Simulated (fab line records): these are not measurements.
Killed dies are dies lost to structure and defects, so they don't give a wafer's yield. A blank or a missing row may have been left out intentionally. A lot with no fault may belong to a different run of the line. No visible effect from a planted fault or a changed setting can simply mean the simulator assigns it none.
A struck lot beside a sound one || flow n5-finfet || 16 out of 1938 route steps
Sound: these wafers, L516.1, L516.4, L516.5. Struck: wafer L526.3; the same lot's L526.6 was not struck, so it is left out; see the end for the cause.
Per side, at each step with rows, come the tool, then ch with its chambers, and then its first start. Under that, the readings that differ: sound wafers || struck wafers || difference of the means || sigmas: that difference in standard deviations of wafers without a fault.
alike: readings with means less than 2 such deviations apart, plus words and numbers identical on both sides. not compared: withheld readings, readings lacking a value on some wafer, bounds such as >300 that could conceal the same value, and numbers that have no deviation in the record and whose values overlap.
A row with sigmas, a row that says differs or no value, or rows on one side alone: a step with any of these is where the two part. When numbers do not overlap yet have no deviation, they are printed without sigmas and do not part them. A reading missing from all wafers of one side parts the sides only when that side holds two or more wafers.

first, 4 steps without rows for these wafers: N5_BEOL_M8_HM_STRIP_39 (strips TiN in peroxide tin strip, target depth 25 nm, time 158 s); N5_BEOL_M8_SRD_40 (time 30 s); N5_BEOL_M8_PRECLEAN_42 (cleans in residue remover, time 60 s); N5_BEOL_M8_SRD_43 (time 30 s).
N5_BEOL_M8_CD_MEAS_35: the cd target is 40 nm.
  sound: cd-sem-01 at day 14 07:50; struck: cd-sem-03 at day 17 11:58
{"reading": "cd-nm (nm)", "sound": "40.0 39.9 40.8", "struck": 38.8, "difference": -1.4, "sigmas": -3}
N5_BEOL_M8_CURE_75: cures SiCOH lowk, time 120 s.
  sound on uv-cure-02 ch 1, day 14 07:58; struck on uv-cure-03 ch 1, day 17 12:12
  alike: lamp-power-pct, wafer_temp_C_max
N5_BEOL_M8_DEGAS_44: time 60 s.
  sound: pvd-sputter-02 at day 14 08:28; struck: pvd-sputter-02 at day 17 12:41
  alike: heater-power-w
then, 2 steps without rows for these wafers: N5_BEOL_M8_PRE_CLEAN_45 (time 30 s); N5_BEOL_M8_ALD_77 (deposits TaN, target thk 2 nm, pulse time 2 s, purge time 3 s).
N5_BEOL_M8_SURFACE_TREAT_79:
  sound: pvd-sputter-02 at day 14 08:53; struck: pvd-sputter-03 at day 17 13:17
  not compared: throttle-valve-pct
then, 1 step without rows for these wafers: N5_BEOL_M8_CVD_78 (deposits Co from CCTBA/H2, target thk 2 nm, time 142.3 s).
N5_BEOL_M8_SPUTTER_48: material Cu, target thk 10 nm, time 1.667 s.
  sound: pvd-sputter-02 at day 14 09:04; struck: pvd-sputter-01 at day 17 15:00
{"reading": "throttle-valve-pct (%)", "sound": "31.4 30.4 31.2", "struck": 29.0, "difference": -2.0, "sigmas": -2}
N5_BEOL_M8_ECD_50: material Cu, target thk 300 nm.
  sound on ecd-cu-02 ch 0,1, day 14 09:11; struck on ecd-cu-01 ch 0, day 17 15:08
{"reading": "model.Cu_of_BEOL_M8_ECD_50.thk-nm (nm)", "sound": "304 294.6 296.4", "struck": 405.6, "difference": "+107.3", "sigmas": ""}
N5_BEOL_M8_ANNEAL_51: time 90 s.
  sound on rtp-anneal-01 ch 0, day 14 09:19; struck on rtp-anneal-02 ch 0, day 17 15:24
  alike: wafer_temp_C_max
N5_BEOL_M8_CMP_52: polishes, stops on SiCOH lowk, t overpolish 6.9 s, target thk 80 nm.
  sound on cmp-04 ch 0,1, day 14 09:40; struck on cmp-02 ch 2, day 17 15:43
{"reading": "time-to-endpoint-s (s)", "sound": "59.1 60.3 59.9", "struck": 86.5, "difference": "+26.7", "sigmas": "+10"}
  alike: motor-current-A
N5_BEOL_M8_THK_MEAS_53: measures by xrf.
  sound: film-metro-01 at day 14 09:55; struck: film-metro-02 at day 17 15:55
  alike: M8_THK

WHERE THEY PART
Last at N5_BEOL_M8_CMP_52 as far as this record goes, first at N5_BEOL_M8_CD_MEAS_35. Later steps at which nothing parts them and some readings are alike: N5_BEOL_M8_THK_MEAS_53.

WHY: whatever the simulator had introduced
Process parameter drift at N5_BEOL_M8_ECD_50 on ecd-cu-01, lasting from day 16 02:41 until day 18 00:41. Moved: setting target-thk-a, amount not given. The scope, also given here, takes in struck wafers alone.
